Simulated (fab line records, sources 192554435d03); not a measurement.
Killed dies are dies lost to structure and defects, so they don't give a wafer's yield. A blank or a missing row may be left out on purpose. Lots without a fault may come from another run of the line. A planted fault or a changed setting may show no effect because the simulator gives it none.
Which tool did it? | flow n5_finfet | 12 lots, 36 wafers sampled, at 1 step of a route of 1938

WHAT THE GAUGES READ, wafer by wafer
N5_BEOL_M2_OVL_MEAS_12.
lot  | measured     | on         | M2_OVL (nm)
L076 | day 7 08:18  | overlay-01 | 0.7 0.8 0.1
L078 | day 8 03:11  | overlay-02 | 0.4 0.4 0.6
L079 | day 8 06:44  | overlay-01 | -0.1 -0.5 -0.5
L081 | day 8 18:17  | overlay-01 | 0.3 0.5 -0.6
L083 | day 8 19:49  | overlay-01 | 0.6 0.5 0.7
L084 | day 9 13:49  | overlay-01 | 0.2 -0.2 0.0
L087 | day 10 04:37 | overlay-01 | -0.1 0.1 0.6
L089 | day 10 12:37 | overlay-02 | 0.4 0.7 1.5
L091 | day 10 22:05 | overlay-02 | 0.3 0.6 0.0
L093 | day 11 05:02 | overlay-01 | 0.1 0.3 0.1
L095 | day 12 00:47 | overlay-01 | -0.6 -0.5 -0.4
L097 | day 12 09:58 | overlay-02 | 0.2 0.6 0.8

WHICH TOOL RAN EACH LOT (tool, then ch and the chambers of the sampled wafers, then the start)
The record holds no process step before these readings.

THE ANSWER, worked out from the rows above alone
Rule: what is usual is taken from the lots themselves. Put in order of their means at a reading, lots are off if they are a third of the lots or fewer, leave a main group of 4 or more, and stand apart from it by a gap of 3 or more times the standard deviation of the main group's means; of several such gaps the widest counts. A main group whose means are all the same, to the digits that the tables above print for the reading, isn't used. A lot without any number at a reading at which 4 lots or more have one is off too. The other lots that the step has rows for count as sound.
No lot is off at any reading shown: from this, nothing can be told.

WHAT THE SIMULATOR HAD PUT IN
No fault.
